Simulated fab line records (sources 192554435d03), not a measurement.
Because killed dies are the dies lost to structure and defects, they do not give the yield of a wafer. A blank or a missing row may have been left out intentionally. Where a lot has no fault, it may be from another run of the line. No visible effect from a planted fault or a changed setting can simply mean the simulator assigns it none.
Which tool is to blame? | flow n5-finfet | 10 lots, 30 wafers sampled, at 3 steps of a route of 1938

WHAT THE GAUGES SHOWED, per wafer
N5_BEOL_M4_RC_MEAS_101.
lot  | measured     | on        | VT_P (mV)
L625 | day 8 20:15  | prober-02 | -248.4 -252.9 -245.7
L626 | day 8 23:30  | prober-01 | -249.2 -247.8 -246.1
L628 | day 9 10:52  | prober-02 | -250.4 -251.0 -250.7
L630 | day 9 23:12  | prober-01 | -252.4 -251.4 -253.0
L633 | day 11 02:52 | prober-01 | -252.8 -252.5 -249.3
L634 | day 11 04:19 | prober-02 | -271.8 -272.7 -273.7
L635 | day 10 11:23 | prober-01 | -270.8 -273.0 -272.3
L636 | day 11 08:05 | prober-01 | -274.1 -267.8 -267.9
L644 | day 12 22:59 | prober-02 | -250.9 -252.0 -251.4
L646 | day 14 07:43 | prober-02 | -246.5 -247.2 -248.1

EACH LOT AND THE TOOL THAT RAN IT (in order: tool; ch and the chambers of the sampled wafers; start)
lot  | N5_HKMG_FIN_RTA_80              | N5_BEOL_M4_ANNEAL_95
L625 | rtp-anneal-01 ch 0, day 4 15:49 | pvd-sputter-03, day 8 18:53
L626 | rtp-anneal-01 ch 0, day 4 18:20 | pvd-sputter-01, day 8 21:53
L628 | rtp-anneal-01 ch 0, day 5 04:47 | pvd-sputter-03, day 9 09:35
L630 | rtp-anneal-01 ch 0, day 5 14:27 | pvd-sputter-02, day 9 21:49
L633 | rtp-anneal-01 ch 0, day 6 08:29 | pvd-sputter-03, day 11 01:05
L634 | rtp-anneal-01 ch 0, day 6 16:34 | pvd-sputter-01, day 11 02:43
L635 | rtp-anneal-01 ch 0, day 6 19:07 | pvd-sputter-01, day 10 10:00
L636 | rtp-anneal-01 ch 0, day 7 00:03 | pvd-sputter-02, day 11 06:45
L644 | rtp-anneal-02 ch 0, day 9 01:20 | pvd-sputter-03, day 12 21:28
L646 | rtp-anneal-01 ch 0, day 9 14:52 | pvd-sputter-02, day 14 06:27
- N5_HKMG_FIN_RTA_80: time 2 s.
- N5_BEOL_M4_ANNEAL_95: time 240 s.

THE ANSWER, worked out from the rows above alone
Rule: usual is defined by the lots themselves. The widest of any qualifying gaps counts: lots, ordered by their means at a reading, are off when they make up no more than a third of the lots, leave a main group of 4 or more, and stand apart from it by 3 or more times the standard deviation of that group's means. A main group whose means are all the same, to the digits that the tables above print for the reading, isn't used. Also off: a lot with no number at a reading for which 4 or more lots have one. All remaining lots with rows at the step are treated as sound.
Off: L634, L635, L636, at N5_BEOL_M4_RC_MEAS_101 (VT_P). The main group: mean -250.0 mV, standard deviation 1.8.
A tool fits if, at a process step before that reading, it ran every lot that is off, and no sound lot after the first of them. The gauges at N5_BEOL_M4_RC_MEAS_101 are tried like those tools. Not one of the candidates tried fits.

WHAT THE SIMULATOR HAD INSERTED
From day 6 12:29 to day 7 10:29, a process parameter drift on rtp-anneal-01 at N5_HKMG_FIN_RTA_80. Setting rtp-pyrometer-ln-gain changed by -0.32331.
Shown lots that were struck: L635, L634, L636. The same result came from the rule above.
